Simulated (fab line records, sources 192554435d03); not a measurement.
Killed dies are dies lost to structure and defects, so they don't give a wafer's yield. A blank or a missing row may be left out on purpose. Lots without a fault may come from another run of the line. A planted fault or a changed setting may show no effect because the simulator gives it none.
Which tool did it? | flow n5_finfet | 10 lots, 27 wafers sampled, at 1 step of a route of 1938

WHAT THE GAUGES READ, wafer by wafer
N5_SD_ACTIVATION_INSPECT_02: inspects for defects (darkfield). Usual: raw_defect_count 164, standard deviation 32.
lot  | measured    | on                | raw_defect_count | flag
L853 | day 3 17:56 | defect_inspect-01 | 201 190 164      |
L855 | day 4 04:55 | defect_inspect-02 | 178 147 182      |
L858 | day 5 00:40 | defect_inspect-02 | 134 109 105      |
L861 | day 5 19:49 | defect_inspect-02 | 126 133 159      |
L862 | day 6 01:23 | defect_inspect-02 | 171 162 196      |
L863 | day 6 06:55 | defect_inspect-02 | 154 102 137      |
L867 | day 7 03:25 | defect_inspect-01 | 156 157          |
L870 | day 7 22:26 | defect_inspect-02 | 151 157          |
L872 | day 8 10:47 | defect_inspect-01 | 195 165          |
L874 | day 9 04:08 | defect_inspect-02 | 105 164 126      |

WHICH TOOL RAN EACH LOT (tool, then ch and the chambers of the sampled wafers, then the start)
The record holds no process step before these readings.

WHAT THE TOOLS THEMSELVES READ (means of the sampled wafers that have a number; where no wafer has one, the mark that the record gives instead)
The record holds no such reading with a usual standard deviation.

THE ANSWER, worked out from the rows above alone
Rule: a lot is off if the mean of its wafers that have a number lies more than 3 standard deviations from the usual mean. A lot without any number at a reading at which 4 lots or more have one is off too. The other lots that the step has rows for count as sound. The gauges are gone through in route order, then the tools' own readings, and for those a lot's mean is taken as printed above. The first step at which some lot is off is used, and at that step the reading that is off furthest; a lot without a number counts as furthest.
No lot is off at any reading shown: from this, nothing can be told.

WHAT THE SIMULATOR HAD PUT IN
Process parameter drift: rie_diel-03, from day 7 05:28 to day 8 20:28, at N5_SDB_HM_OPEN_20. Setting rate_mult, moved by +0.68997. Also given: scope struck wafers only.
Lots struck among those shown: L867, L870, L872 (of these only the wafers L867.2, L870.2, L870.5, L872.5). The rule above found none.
